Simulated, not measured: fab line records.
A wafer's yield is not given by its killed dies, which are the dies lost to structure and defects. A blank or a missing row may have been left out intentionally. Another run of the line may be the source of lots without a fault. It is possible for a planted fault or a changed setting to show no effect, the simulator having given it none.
Split-lot study ; flow n5 finfet ; 21 wafers read across 7 lots, on a route 1938 steps long

THE SPLIT ITSELF
At N5_BEOL_M3_COAT_22 (resist thk 30 nm), the setting spin rpm was moved away from the recipe's 1500 rpm on 9 of the 21 wafers read, by -11.1% to +8.8%. This setting was run at the recipe's value on the other wafers.

FROM THE SPLIT TO THE READING: what the file shows between them, 4 steps
- N5_BEOL_M3_EBR_24
- N5_BEOL_M3_SOFTBAKE_23: time 60 s
- N5_BEOL_M3_EXPOSE_25: exposes mask V2, defocus 5 nm
- N5_BEOL_M3_PEB_26: peb time 60 s

THE READING
CAR-EUV_of_BEOL_M3_COAT_22.thk nm (the simulator's own value, which no gauge read), in nm, at N5_BEOL_M3_DEVELOP_27 (develop time 30 s). The file does not state a usual value for it. Across the 12 wafers here that went through the recipe, the average is 29.5 nm and the standard deviation 0.094 nm.

wafer;tool, chamber at the split;spin rpm as run, rpm;against the recipe;CAR-EUV_of_BEOL_M3_COAT_22.thk nm, nm;against lot-mates on the recipe
L085.1;litho track-05, 0;1500;recipe;29.6;-
L085.2;litho track-05, 0;1333;-11.1%;31.4;+1.8
L085.3;litho track-05, 0;1333;-11.1%;31.6;+2.0
L084.3;litho track-05, 0;1557;+3.8%;29;-0.6
L084.5;litho track-05, 0;1557;+3.8%;29;-0.6
L084.4;litho track-05, 0;1500;recipe;29.6;-
L086.3;litho track-05, 0;1500;recipe;29.6;-
L086.4;litho track-05, 0;1500;recipe;29.6;-
L086.5;litho track-05, 0;1500;recipe;29.6;-
L089.1;litho track-04, 0;1338;-10.8%;31.4;no lot-mate on the recipe
L089.5;litho track-04, 0;1338;-10.8%;31.4;no lot-mate on the recipe
L089.6;litho track-04, 0;1338;-10.8%;31.4;no lot-mate on the recipe
L090.2;litho track-05, 0;1632;+8.8%;28.2;-1.2
L090.5;litho track-05, 0;1632;+8.8%;28.2;-1.2
L090.4;litho track-05, 0;1500;recipe;29.4;-
L096.1;litho track-01, 0;1500;recipe;29.4;-
L096.2;litho track-01, 0;1500;recipe;29.4;-
L096.6;litho track-01, 0;1500;recipe;29.6;-
L097.2;litho track-04, 0;1500;recipe;29.6;-
L097.5;litho track-04, 0;1500;recipe;29.6;-
L097.4;litho track-04, 0;1500;recipe;29.4;-

FIT RESULTS
A straight line over all 21 wafers: CAR-EUV_of_BEOL_M3_COAT_22.thk nm changes by -0.167 nm for each +1% of spin rpm; r = -1.00; the points scatter about the line by 0.098 nm.
The same after taking each lot's own level away (the mean of its wafers on the recipe; 18 wafers): -0.158 nm for each +1%; r = -0.99; scatter 0.1 nm.
That fit puts the effect of the largest move of spin rpm on the reading at 1.8 nm.
Across the lots, their own levels run from 29.40 to 29.60 nm, a range of 2.1 times the standard deviation given above.
The two slopes are in agreement: the lot-to-lot level therefore moves the slope only a little.
Check: with one of the wafers moved furthest among these (-11.1%) left out of the fit, the line predicts +1.79 nm for it against its lot-mates. Against them it came out at +1.8 nm.

THE WHOLE CHAIN: every reading that the file lists as answering this split, in the file's order
step;what it does;reading;change (the file's fit);r (the file's)
N5_BEOL_M3_COAT_22;resist thk 30 nm;CAR-EUV_of_BEOL_M3_COAT_22.thk nm (the simulator's own value, which no gauge read);-0.151 nm for each +1% of the setting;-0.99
N5_BEOL_M3_DEVELOP_27;develop time 30 s;CAR-EUV_of_BEOL_M3_COAT_22.thk nm (the simulator's own value, which no gauge read);-0.157 nm for each +1% of the setting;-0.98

FILE'S OWN FIT
CAR-EUV_of_BEOL_M3_COAT_22.thk nm changes by -0.157 nm for each +1% of spin rpm, r = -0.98.
